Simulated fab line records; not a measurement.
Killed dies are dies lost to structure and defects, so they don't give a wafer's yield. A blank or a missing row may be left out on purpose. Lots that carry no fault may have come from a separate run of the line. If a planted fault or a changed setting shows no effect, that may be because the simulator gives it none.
Commonality check across tools :: flow nand harc :: 2 lots and 6 wafers in the sample

THE REASON FOR OPENING IT
Flagged at NHARC_END_SORT_01: reading killed at array, on 2 of 2 lots. No-fault wafers: 31, standard deviation 11.
Rule: a lot is flagged in two cases, either no wafer of it has a number, or all its wafers with numbers fall more than 4 standard deviations from that mean. All remaining lots are regarded as sound.

lot: L604
measured: day 21 01:28
on: prober-02
killed at array, wafer by wafer: 84 87 84
flag: FLAGGED

lot: L605
measured: day 21 02:23
on: prober-01
killed at array, wafer by wafer: 101 89 106
flag: FLAGGED
On average the flagged lots' numbers are 92, which is +61 against the usual, or +6 standard deviations.

LOT BY LOT: THE TOOL USED
3 process steps preceding the reading are held in the record, out of 1159 steps in the route. Each cell gives the tool, then ch followed by the chambers the sampled wafers passed through, then the start.
lot: L604
flag: FLAGGED
NHARC_A_WL_FILL_CVD_23: lpcvd poly-04 ch 0, day 17 07:02
NHARC_THIN_TSV_DESCUM_35: rie diel-08 ch 0,2,3, day 20 18:13
NHARC_THIN_TSV_STRIP_56: plasma asher-01 ch 0,1, day 20 18:43

lot: L605
flag: FLAGGED
NHARC_A_WL_FILL_CVD_23: lpcvd poly-04 ch 0, day 17 07:02
NHARC_THIN_TSV_DESCUM_35: rie diel-08 ch 0,2,3, day 20 16:57
NHARC_THIN_TSV_STRIP_56: plasma asher-01 ch 0,1, day 20 17:29
What these steps do:
- NHARC_A_WL_FILL_CVD_23: deposits poly-Si, target thk 40 nm, time 800 s.
- NHARC_THIN_TSV_DESCUM_35: chemistry O2, time 3 s.
- NHARC_THIN_TSV_STRIP_56: strips in O2.
- NHARC_END_SORT_01

FLAGGED AGAINST TOTAL, ONE TOOL AT A TIME (gauges that did the reading follow at the end)
step: NHARC_A_WL_FILL_CVD_23
tool: lpcvd poly-04
lots run: 2
flagged: 2
share of the flagged lots: all
sound lots run after its first flagged lot: 0

step: NHARC_THIN_TSV_DESCUM_35
tool: rie diel-08
lots run: 2
flagged: 2
share of the flagged lots: all
sound lots run after its first flagged lot: 0

step: NHARC_THIN_TSV_STRIP_56
tool: plasma asher-01
lots run: 2
flagged: 2
share of the flagged lots: all
sound lots run after its first flagged lot: 0

step: NHARC_END_SORT_01
tool: prober-01
lots run: 1
flagged: 1
share of the flagged lots: some
sound lots run after its first flagged lot: 0

step: NHARC_END_SORT_01
tool: prober-02
lots run: 1
flagged: 1
share of the flagged lots: some
sound lots run after its first flagged lot: 0

WHAT THE TABLE ALLOWS
lpcvd poly-04 at NHARC_A_WL_FILL_CVD_23, rie diel-08 at NHARC_THIN_TSV_DESCUM_35 and plasma asher-01 at NHARC_THIN_TSV_STRIP_56: these 3 rows of the table ran every flagged lot.
- lpcvd poly-04 at NHARC_A_WL_FILL_CVD_23 ran 2 lots, 2 of them flagged. With no sound lot run before its first flagged lot in this sample, there is nothing to narrow down the start.
- rie diel-08 at NHARC_THIN_TSV_DESCUM_35 ran 2 lots, 2 of them flagged. With no sound lot run before its first flagged lot in this sample, there is nothing to narrow down the start.
- plasma asher-01 at NHARC_THIN_TSV_STRIP_56 ran 2 lots, 2 of them flagged. With no sound lot run before its first flagged lot in this sample, there is nothing to narrow down the start.
These 3 tools cannot be told apart by counting lots, since each of them fits a fault that started at some hour. More lots, or a look at what each step does to the wafer, might.

WHAT THE SIMULATOR HAD PUT IN
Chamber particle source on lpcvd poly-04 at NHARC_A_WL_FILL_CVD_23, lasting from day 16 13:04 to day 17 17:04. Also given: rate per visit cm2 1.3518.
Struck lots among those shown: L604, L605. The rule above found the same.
